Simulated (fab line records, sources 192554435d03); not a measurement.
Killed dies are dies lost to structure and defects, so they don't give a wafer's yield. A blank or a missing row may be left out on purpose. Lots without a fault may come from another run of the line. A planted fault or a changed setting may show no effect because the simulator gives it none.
fab line records | flow n5_finfet
record lots=4 wafers=12 last_day=16
route steps=1938 shown STI_FIN_REVEAL@209 DUMMY_GATE@212 ILD0@338
lots that met no fault: from a run of the same line without faults
start_h: hours from the record's first day to the start of the lot's first wafer shown | wait_h: hours since the lot's step before | " the same as in the row above | L1.1+2: a row that stands for several wafers | - no value, or no start given | * or withheld: withheld | < > ~ a bound
route shown NAME@n: a module of which the file shows steps, and the number in the route of the first | usual: mean/standard deviation of fault-free wafers | same: alike in all rows | chamber/n: place in a boat | sites: the reading at each site | _std_site: their standard deviation | _edge_site: outer sites' mean less inner sites' | radius_mm: how far each site lies from the wafer's centre | mask NAME#n: copy n | behind: the tool/chamber that last shaped the wafer | hold: why the lot was held/for how many hours/how that ended | device: the transistor (n, p or np) that didn't switch | end of line: the same wafers' tests at the end of the route | a step without rows: its recipe alone | killed: dies lost to structure and defects at the first sort, not the wafer's yield | map: a wafer's dies, x killed, . not, _ none there
set.NAME: the setting as run; set.NAME@STEP: as run at that earlier step | model.NAME: the simulator's own value behind a step, which no gauge read
lots at some steps of the route; a table a step, a row a wafer
services: from which hour (start_h, from the record's first day; less than 0 if before it) a tool's chamber was out of use, for how many hours, and why
## steps
# step N5_STI_FIN_REVEAL_PRECLEAN_18
# recipe chemistry=SC2 time_s=45 temp_c=35 mix=1:1:50
# step N5_STI_FIN_REVEAL_SRD_28
# recipe dry=ipa_marangoni time_s=30 temp_c=23 rinse_liquid=diw
# step N5_DUMMY_GATE_PRECLEAN_00
# recipe chemistry=O3/DIW time_s=60 temp_c=22 o3_ppm=10
# step N5_DUMMY_GATE_SRD_01
# recipe time_s=30 temp_c=23 rinse_liquid=diw dry=ipa_marangoni
# step N5_DUMMY_GATE_ALD_02
# recipe material=SiO2 target_thk_a=20 temp_c=300 ald_precursor_family=BDEAS ald_co_reactant=O2-plasma pulse_time_s=1 pressure_torr=2
# step N5_DUMMY_GATE_CVD_03
# recipe material=a-Si target_thk_a=1500 temp_c=530 precursor=SiH4 time_s=8042
# step N5_DUMMY_GATE_PRECLEAN_46
# recipe chemistry=DIW time_s=89.5 temp_c=23
# step N5_DUMMY_GATE_SRD_47
# recipe dry_time_s=32 dry=n2_spin spin_rpm=1500
# step N5_DUMMY_GATE_CMP_04
# recipe material=a-Si post_cmp_clean=alkaline_brush
# step N5_DUMMY_GATE_HM_DEP_06
# recipe material=SiNx target_thk_a=800 precursor=DCS/NH3 temp_c=700 pressure_mtorr=300 time_s=5141
# columns lot.wafer tool chamber start_h wait_h model.SiNx_of_DUMMY_GATE_HM_DEP_06.thk_nm
L893.3 lpcvd-01 0/50 82.83 0.0 80.8
L893.4 " 0/54 " " 80.4
L893.5 " 0/59 " " 80.6
L897.2 lpcvd-01 1/70 103.60 0.0 88
L897.3 " 1/75 " " 88.2
L897.5 " 1/84 " " 87.6
L899.1 lpcvd-02 1/65 114.56 0.0 80.2
L899.5 " 1/84 " " 81.2
L899.6 " 1/89 " " 80.8
L901.1 lpcvd-01 1/15 128.54 0.0 87.2
L901.3 " 1/25 " " 87
L901.4 " 1/29 " " 86.6
# step N5_DUMMY_GATE_PECVD_30
# recipe material=SiO2 target_thk_a=550 temp_c=400 precursor=TEOS/O2 pressure_torr=6.5 rf_w=withheld teos_flow_sccm=withheld gas=O2 flow_sccm=2650 time_s=10.8
# step N5_DUMMY_GATE_COAT_34
# recipe resist=SOC temp_c=250 time_s=60 spin_rpm=1500 resist_thk_nm=60
# step N5_DUMMY_GATE_COAT_35
# recipe resist=SiARC temp_c=220 time_s=60 spin_rpm=1500 resist_thk_nm=10
# step N5_DUMMY_GATE_COAT_28
# recipe resist=underlayer temp_c=205 time_s=60 spin_rpm=1500 resist_thk_nm=10
# step N5_DUMMY_GATE_COAT_09
# recipe resist=CAR-EUV spin_rpm=1500 resist_thk_nm=30
# step N5_DUMMY_GATE_EBR_11
# recipe solvent=PGMEA ebr_width_mm=1.5
# step N5_DUMMY_GATE_SOFTBAKE_10
# recipe temp_c=110 time_s=60 resist=CAR-EUV
# step N5_DUMMY_GATE_EXPOSE_12
# recipe mask_id=GATE na=0.33 source_shape=annular sigma_inner=0.2 sigma_outer=0.6 polarization=unpolarized target_cd_nm=25 dose_mj=34
# step N5_DUMMY_GATE_PEB_13
# recipe peb_temp_c=100 peb_time_s=60 resist=CAR-EUV
# step N5_DUMMY_GATE_DEVELOP_14
# recipe develop_time_s=30 developer=TMAH resist=CAR-EUV rinse_liquid=surfactant_rinse dry=air_spin dev_temp_c=23
# step N5_DUMMY_GATE_DESCUM_20
# recipe chemistry=O2 time_s=6.2 source_power_w=50 bias_power_w=20 pressure_mtorr=20 rf_frequency_hz=2.712e+07 temp_c=40 resist=CAR-EUV o2_flow_sccm=225
# step N5_DUMMY_GATE_ETCH_29
# recipe chemistry=N2/H2 target=underlayer target_depth_a=130 ion_energy_ev=200 pressure_mtorr=30 source_w=840 bias_w=150 n2_flow_sccm=200 h2_flow_sccm=200
# step N5_DUMMY_GATE_ETCH_36
# recipe chemistry=CF4 target=SiARC target_depth_a=130 pressure_mtorr=40 source_w=545 bias_w=36 Ar_flow_sccm=100 cf4_flow_sccm=100 ion_energy_ev=80
# step N5_DUMMY_GATE_ETCH_37
# recipe chemistry=N2/H2 target=SOC target_depth_a=600 overetch_a=300 temp_c=40 ion_energy_ev=200 pressure_mtorr=30 source_w=840 bias_w=150 n2_flow_sccm=200 h2_flow_sccm=200
# step N5_DUMMY_GATE_STRIP_38
# recipe chemistry=N2/H2 temp_c=40 n2_flow_sccm=200 h2_flow_sccm=200 rf_frequency_hz=6e+07
# step N5_DUMMY_GATE_STRIP_39
# recipe chemistry=N2/H2 temp_c=40 n2_flow_sccm=200 h2_flow_sccm=200 rf_frequency_hz=6e+07
# step N5_DUMMY_GATE_TRIM_49
# recipe chemistry=O2 resist=SOC time_s=29 target_cd_nm=14 source_power_w=300 bias_power_w=0 O2_flow_sccm=100 temp_c=20
# step N5_DUMMY_GATE_STRIP_40
# recipe chemistry=CF4 resist=SiARC power_w=300 bias_power_w=75 pressure_mtorr=50 cf4_flow_sccm=150 rf_frequency_hz=6e+07
# step N5_DUMMY_GATE_ETCH_31
# recipe chemistry=C4F6/O2 target=SiO2 mask_material=SOC target_depth_a=825 time_s=27.5 ion_energy_ev=250 pressure_mtorr=30 source_w=345 bias_w=185 Ar_flow_sccm=300 C4F6_flow_sccm=10 O2_flow_sccm=10
# step N5_DUMMY_GATE_STRIP_41
# recipe chemistry=O2 power_w=400 temp_c=40 pressure_mtorr=30 rf_frequency_hz=6e+07 bias_power_w=0 overash_fraction=0.3 o2_flow_sccm=225
# step N5_DUMMY_GATE_HM_OPEN_21
# recipe chemistry=CH3F/O2 target=SiNx target_depth_a=1200 Ar_flow_sccm=150 CH3F_flow_sccm=30 O2_flow_sccm=23 time_s=171.4 pressure_mtorr=30 source_w=395 bias_w=73 ion_energy_ev=120.7
# step N5_DUMMY_GATE_ETCH_32
# recipe chemistry=CF4 target=SiO2 target_depth_a=35 time_s=3.9 ion_energy_ev=350 pressure_mtorr=10 icp_w=800 bias_w=400 cf4_flow_sccm=80
# step N5_DUMMY_GATE_ETCH_23
# recipe chemistry=HBr/Cl2/O2 HBr_flow_sccm=150 Cl2_flow_sccm=80 O2_flow_sccm=12 bias_w=102 target_depth_a=410 time_s=22.3 target=poly-Si mask_material=SiO2 pressure_mtorr=10 icp_w=800
# step N5_DUMMY_GATE_ETCH_44
# recipe chemistry=HBr/O2 over_etch_frac=0.7 target_depth_a=1275 stop_on=SiO2 ion_energy_ev=60 bias_w=20 target=poly-Si mask_material=SiO2 pressure_mtorr=20 icp_w=400 HBr_flow_sccm=120 O2_flow_sccm=10
# step N5_ILD0_CMP_03
# recipe stop_on=SiNx t_overpolish_s=1.9 post_cmp_clean=alkaline_brush down_force_psi=4.1491 platen_rpm=51.796 pad_velocity_m_s=1.0306 target_thk_nm=197.38
# usual motor_current_A=12.5/2 overpolish_run_s=1.900/0.0091 time_to_endpoint_s=72/3.8
# same t_overpolish_s=1.9
# columns lot.wafer tool chamber start_h wait_h motor_current_A overpolish_run_s time_to_endpoint_s model.SiNx_of_DUMMY_GATE_HM_DEP_06.thk_nm
L893.4 cmp-03 0 106.69 0.0 16.9 1.904 70 77.4
L893.3 " 3 " " 10.4 1.891 74 77.6
L893.5 " 1 " " 12.3 1.901 70 77.6
L897.2 cmp-01 2 123.14 0.1 11.4 1.898 68 84.8
L897.3 " 3 " " 10.6 1.895 73 85.2
L897.5 " 1 " " 12.1 1.923 68 84.4
L899.1 cmp-03 1 134.29 0.1 12.8 1.904 68 77.2
L899.6 " 3 " " 10.2 1.909 73 77.8
L899.5 " 0 " " 15.8 1.895 70 78.2
L901.3 cmp-03 3 147.82 0.1 10.3 1.899 77 84
L901.1 " 0 " " 16.8 1.895 72 84.2
L901.4 " 1 " " 12.6 1.888 73 83.6
## services
# columns tool chamber start_h hours kind
cmp-01 - 62.17 8.9 pm
cmp-03 - 91.35 1.0 repair
cmp-01 - 113.90 7.3 pm
## key
first_sign none at tools or gauges
model_effect step=N5_DUMMY_GATE_HM_DEP_06 value=SiNx_of_DUMMY_GATE_HM_DEP_06.thk_nm without=79.83 struck=87.43
model_effect step=N5_ILD0_CMP_03 value=SiNx_of_DUMMY_GATE_HM_DEP_06.thk_nm without=76.77 struck=84.37
met_at N5_DUMMY_GATE_HM_DEP_06
struck_wafers L897.2,L897.3,L897.5,L901.1,L901.3,L901.4
tester_left_out L897,L901
fault kind=process_parameter_drift tool=lpcvd-01 chamber=1 onset_h=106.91 steps=N5_DUMMY_GATE_HM_DEP_06 channel=time_s offset=* shape=step end_h=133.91 acts_in=* stated=*
# tester_left_out: of these lots the tester's yield and bins aren't shown, on N5 and GAA mostly nor the transistor test; their killed dies are dies lost to structure and defects alone, not to doping, threshold or leakage, so they don't give the yield
